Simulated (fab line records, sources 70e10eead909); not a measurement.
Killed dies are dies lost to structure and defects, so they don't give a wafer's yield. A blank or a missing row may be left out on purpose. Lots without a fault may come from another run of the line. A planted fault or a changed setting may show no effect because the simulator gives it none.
Chamber matching | flow nand_harc | NHARC_A_STAIRCASE_DESCUM_219 on rie_diel-02: 4 sister chambers
The step chemistry O2, time 3 s. 8 wafers are shown with their chamber, then 12 later ones without.

WAFERS WITH THEIR CHAMBER
wafer  | chamber | drypump_motor_current_A (A) | showerhead_plenum_p_Torr (Torr)
L084.6 | 2       | 5.7                         | 1.80
L091.6 | 3       | 5.2                         | 1.79
L089.2 | 1       | 6.0                         | 1.92
L089.3 | 0       | 6.0                         | 1.90
L089.6 | 2       | 5.7                         | 1.79
L092.2 | 1       | 6.0                         | 1.92
L092.3 | 3       | 5.2                         | 1.79
L092.5 | 0       | 6.1                         | 1.89

WAFERS WITHOUT THEIR CHAMBER
wafer  | drypump_motor_current_A (A) | showerhead_plenum_p_Torr (Torr)
L094.1 | 6.1                         | 1.89
L094.3 | 5.2                         | 1.79
L094.5 | 6.1                         | 1.89
L095.2 | 5.7                         | 1.79
L095.4 | 6.0                         | 1.92
L095.5 | 6.0                         | 1.92
L096.1 | 5.2                         | 1.78
L096.4 | 6.0                         | 1.92
L096.5 | 5.2                         | 1.78
L097.2 | 6.0                         | 1.92
L097.3 | 5.7                         | 1.78
L097.6 | 6.0                         | 1.92

WHICH CHAMBER EACH WENT THROUGH
wafer  | from the rows above | in truth
L094.1 | 0                   | 0
L094.3 | 3                   | 3
L094.5 | 0                   | 0
L095.2 | 2                   | 2
L095.4 | 1                   | 1
L095.5 | 1                   | 1
L096.1 | 3                   | 3
L096.4 | 1                   | 1
L096.5 | 3                   | 3
L097.2 | 1                   | 1
L097.3 | 2                   | 2
L097.6 | 1                   | 1
Placed correctly: 12 of 12. Can't be placed from these rows: 0. Placed wrongly: 0.
How it was worked out, from the rows above alone: a wafer's distance from a chamber is the root of the sum, over the readings, of the square of ((its reading less the chamber's mean) divided by the reading's scatter). The wafer belongs to the nearest chamber; if the next one is less than 2 further off, it can't be placed. A chamber's mean is the mean of its shown wafers. The scatter: the root of (the sum of the squares of (reading less its chamber's mean) over the shown wafers, divided by (wafers less chambers)).
